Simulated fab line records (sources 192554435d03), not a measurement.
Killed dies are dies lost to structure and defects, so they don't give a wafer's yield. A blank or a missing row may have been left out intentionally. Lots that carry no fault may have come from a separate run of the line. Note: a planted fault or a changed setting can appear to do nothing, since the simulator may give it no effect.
Comparing a struck lot with a sound one + flow n5-finfet + 16 out of 1938 route steps
Sound: these wafers, L889.1, L889.3, L889.4. Struck: wafers L879.2, L879.4, L879.5. The cause is given at the end.
Each step with rows lists, per side, the tool, then ch with its chambers, then its first start. Under that, the readings that differ: sound wafers + struck wafers + difference of the means + sigmas: that difference in standard deviations of wafers without a fault.
alike: readings whose means differ by less than 2 such deviations, and words and numbers that are the same on both sides. not compared: withheld readings, readings that some wafer has no value for, bounds like >300 that may hide the same value, and numbers for which the record gives no deviation and whose values overlap.
The two part at a step that has a row with sigmas, a row that says differs or no value, or rows on one side only. Numbers that don't overlap but have no deviation are shown without sigmas and don't part them. Lack of a reading on every wafer of one side parts them only where that side has two or more wafers.

N5_BEOL_M3_SPUTTER_90: material Cu, target thk 4.5 nm, time 8.29 s.
  sound on pvd-sputter-02 at day 12 08:19; struck on pvd-sputter-03 at day 10 10:10
  alike: chamber-pressure-pa, chuck-sensor-temp-C, throttle-valve-pct
then, 3 steps without rows for these wafers: N5_BEOL_M3_ANNEAL_91 (time 240 s); N5_BEOL_M3_SPUTTER_92 (material Cu, target thk 4.5 nm, time 8.29 s); N5_BEOL_M3_ANNEAL_93 (time 240 s).
N5_BEOL_M3_SPUTTER_94: material Cu, target thk 4.5 nm, time 8.29 s.
  sound on pvd-sputter-02 at day 12 08:46; struck on pvd-sputter-03 at day 10 10:37
  alike: chamber-pressure-pa, chuck-sensor-temp-C, throttle-valve-pct
N5_BEOL_M3_ANNEAL_95: time 240 s.
  sound on pvd-sputter-02 at day 12 08:50; struck on pvd-sputter-03 at day 10 10:41
  alike: heater-power-w
then, 3 steps without rows for these wafers: N5_BEOL_M3_SPUTTER_96 (material Cu, target thk 4.5 nm, time 8.29 s); N5_BEOL_M3_ECD_50 (material Cu, target thk 300 nm); N5_BEOL_M3_ANNEAL_51 (time 90 s).
N5_BEOL_M3_CMP_52: polishes, stops on SiOC, t overpolish 6.8 s, target thk 40 nm.
  sound on cmp-01 ch 1,2,3, day 12 09:31; struck on cmp-03 ch 1,2,3, day 10 11:19
  alike: barrier-field-endpoint-s, clearing-platen-rpm, motor-current-A, overpolish-run-s, time-to-endpoint-s
N5_BEOL_M3_THK_MEAS_53: measures by xrf.
  sound on film-metro-02 at day 12 09:47; struck on film-metro-01 at day 10 11:37
  alike: M3_THK
N5_BEOL_M3_PRE_CLEAN_60: time 15 s.
  sound on cvd-co-01 ch 0,2, day 12 09:49; struck on cvd-co-01 ch 0,1,2, day 10 11:40
  alike: heater-power-w
N5_BEOL_M3_CO_CAP_55: material Co, precursor CCTBA/H2, target thk 2 nm, time 102.1 s.
  sound on cvd-co-01 ch 0,2, day 12 09:52; struck on cvd-co-01 ch 0,1,2, day 10 11:42
  no value came back on the struck wafers for chamber-pressure-Torr (Torr), heater-power-outer-w (W), heater-power-w (W); on the sound wafers chamber-pressure-Torr (Torr) reads 29.96 30.01 30.01
then, 1 step without rows for these wafers: N5_BEOL_M3_PRE_CLEAN_56 (time 15 s).
N5_BEOL_M4_RC_MEAS_101:
  sound on prober-02 ch 0, day 12 19:59; struck on prober-01 ch 0, day 10 21:46
| reading       | sound          | struck         | difference | sigmas |
|---------------|----------------|----------------|------------|--------|
| DIBL_N (mV/V) | 35.4 33.8 33.0 | 40.1 33.8 38.5 | +3.4       | +2     |
  alike: DIBL_P, IOFF_N, IOFF_P, ION_N, ION_P, SS_N, SS_P, VT_N, VT_P
N5_PASSIVATION_PROBE_49:
  sound wafers here have rows in the record (prober-01, day 17 07:17); struck ones have none

## WHERE THEY PART
Last at N5_PASSIVATION_PROBE_49 as far as this record goes, first at N5_BEOL_M3_CO_CAP_55.

WHY: the cause the simulator had injected
Entire step skipped (cvd-co-01, N5_BEOL_M3_CO_CAP_55), from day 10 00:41 onward. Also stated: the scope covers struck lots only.
